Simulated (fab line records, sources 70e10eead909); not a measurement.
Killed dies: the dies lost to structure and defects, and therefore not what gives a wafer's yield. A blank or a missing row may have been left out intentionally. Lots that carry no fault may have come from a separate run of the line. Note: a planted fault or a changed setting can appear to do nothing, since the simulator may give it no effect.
Matching of chambers	flow nand harc	NHARC_P_M0_ETCH_34 on rie diel-01 has 4 sister chambers
The step etches the open film in N2/H2, target depth 40 nm, overetch 12 nm, time 43.94 s. 16 wafers are shown with their chamber, then 8 later ones without.

WAFERS PAIRED WITH THEIR CHAMBERS
wafer	chamber	showerhead plenum p Torr (Torr)	drypump motor current A (A)	rf vpp V (V)
L978.1	2	2.03	5.8	430.8
L978.2	1	2.16	5.8	432.9
L978.5	1	2.16	5.8	432.1
L980.1	1	2.16	5.9	434.2
L980.4	3	1.97	5.6	428.2
L980.5	3	1.97	5.7	429.1
L983.2	3	1.97	5.6	429.7
L983.4	2	2.03	5.9	430.4
L983.5	3	1.97	5.7	428.0
L985.2	0	2.19	6.0	432.8
L985.3	3	1.97	5.6	426.4
L985.6	1	2.15	5.9	433.7
L986.2	2	2.03	5.9	430.8
L986.3	1	2.15	5.9	432.4
L986.4	0	2.19	6.0	434.8
L987.2	3	1.97	5.7	428.3

SIGNATURES, as means of the wafers listed above
reading	chamber 0	chamber 1	chamber 2	chamber 3	scatter within a chamber
showerhead plenum p Torr	2.1900	2.1560	2.0300	1.9700	0.00316
drypump motor current A	6.000	5.860	5.867	5.650	0.053
rf vpp V	433.800	433.060	430.667	428.283	0.979
Rule: a wafer lies at a distance from a chamber equal to the root of the sum of squares, over the readings, of (its reading less the chamber's mean, divided by the reading's scatter). The wafer belongs to the nearest chamber; if the next one is less than 2 further off, it can't be placed. The scatter is the square root of a quotient: the sum, over the shown wafers, of each reading's squared deviation from its chamber's mean, divided by wafers minus chambers.

WAFERS WHOSE CHAMBER IS MISSING
wafer	showerhead plenum p Torr (Torr)	drypump motor current A (A)	rf vpp V (V)
L987.4	2.15	5.9	432.9
L987.6	2.03	5.9	430.8
L992.1	2.15	5.9	433.6
L992.2	1.97	5.7	428.0
L992.4	2.03	5.9	430.9
L100.2	1.96	5.6	429.5
L100.4	2.18	6.1	435.1
L100.6	2.18	6.1	434.2

EACH ONE'S CHAMBER
wafer	from the rows above	in truth
L987.4	1	1
L987.6	2	2
L992.1	1	1
L992.2	3	3
L992.4	2	2
L100.2	3	3
L100.4	0	0
L100.6	0	0
8 of 8 placed correctly. Left unplaced by these rows: 0. Placed wrongly: 0.
